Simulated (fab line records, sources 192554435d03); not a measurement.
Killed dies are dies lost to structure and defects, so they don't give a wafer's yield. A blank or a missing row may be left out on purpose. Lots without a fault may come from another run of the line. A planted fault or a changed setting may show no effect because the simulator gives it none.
Chamber matching | flow n5_finfet | N5_BEOL_M9_ETCH_76 on rie_diel-06: 3 sister chambers
The step etches underlayer in N2/H2, target depth 6.5 nm, time 5.2 s. 16 wafers are shown with their chamber, then 6 later ones without.

WAFERS WITH THEIR CHAMBER
wafer  | chamber | drypump_motor_current_A (A) | throttle_valve_pct (%) | etch_rf_on_time_s (s)
L077.4 | 1       | 6.0                         | 18.25                  | 5.13
L077.5 | 1       | 6.0                         | 18.26                  | 5.08
L077.6 | 2       | 5.0                         | 17.70                  | 4.87
L080.2 | 3       | 4.9                         | 18.20                  | 4.98
L080.3 | 2       | 5.0                         | 17.72                  | 4.98
L080.6 | 2       | 5.0                         | 17.72                  | 4.96
L081.2 | 1       | 6.0                         | 18.30                  | 5.14
L081.5 | 3       | 4.9                         | 18.19                  | 5.06
L081.6 | 2       | 5.1                         | 17.75                  | 4.97
L084.2 | 2       | 5.0                         | 17.75                  | 4.93
L084.3 | 3       | 4.9                         | 18.22                  | 5.05
L084.6 | 3       | 4.9                         | 18.23                  | 5.03
L088.1 | 3       | 4.9                         | 17.80                  | 5.02
L088.5 | 2       | 5.0                         | 17.76                  | 4.95
L088.6 | 3       | 4.9                         | 17.80                  | 4.97
L090.2 | 3       | 4.9                         | 17.80                  | 4.92

SIGNATURES (means of the wafers above)
reading                 | chamber 1 | chamber 2 | chamber 3 | scatter within a chamber
drypump_motor_current_A | 6.000     | 5.017     | 4.900     | 0.0253
throttle_valve_pct      | 18.2700   | 17.7333   | 18.0343   | 0.15
etch_rf_on_time_s       | 5.1167    | 4.9433    | 5.0043    | 0.0438
Rule: a wafer's distance from a chamber is the root of the sum, over the readings, of the square of ((its reading less the chamber's mean) divided by the reading's scatter). The wafer belongs to the nearest chamber; if the next one is less than 2 further off, it can't be placed. The scatter: the root of (the sum of the squares of (reading less its chamber's mean) over the shown wafers, divided by (wafers less chambers)).

WAFERS WITHOUT THEIR CHAMBER
wafer  | drypump_motor_current_A (A) | throttle_valve_pct (%) | etch_rf_on_time_s (s)
L090.5 | 4.9                         | 17.82                  | 4.95
L093.1 | 5.9                         | 17.85                  | 5.03
L093.3 | 4.9                         | 17.83                  | 4.90
L095.4 | 5.9                         | 17.85                  | 5.17
L095.5 | 5.0                         | 17.79                  | 5.00
L095.6 | 4.9                         | 17.82                  | 5.00

WHICH CHAMBER EACH WENT THROUGH
wafer  | from the rows above | in truth
L090.5 | 3                   | 3
L093.1 | 1                   | 1
L093.3 | 3                   | 3
L095.4 | 1                   | 1
L095.5 | 2                   | 2
L095.6 | 3                   | 3
Placed correctly: 6 of 6. Can't be placed from these rows: 0. Placed wrongly: 0.
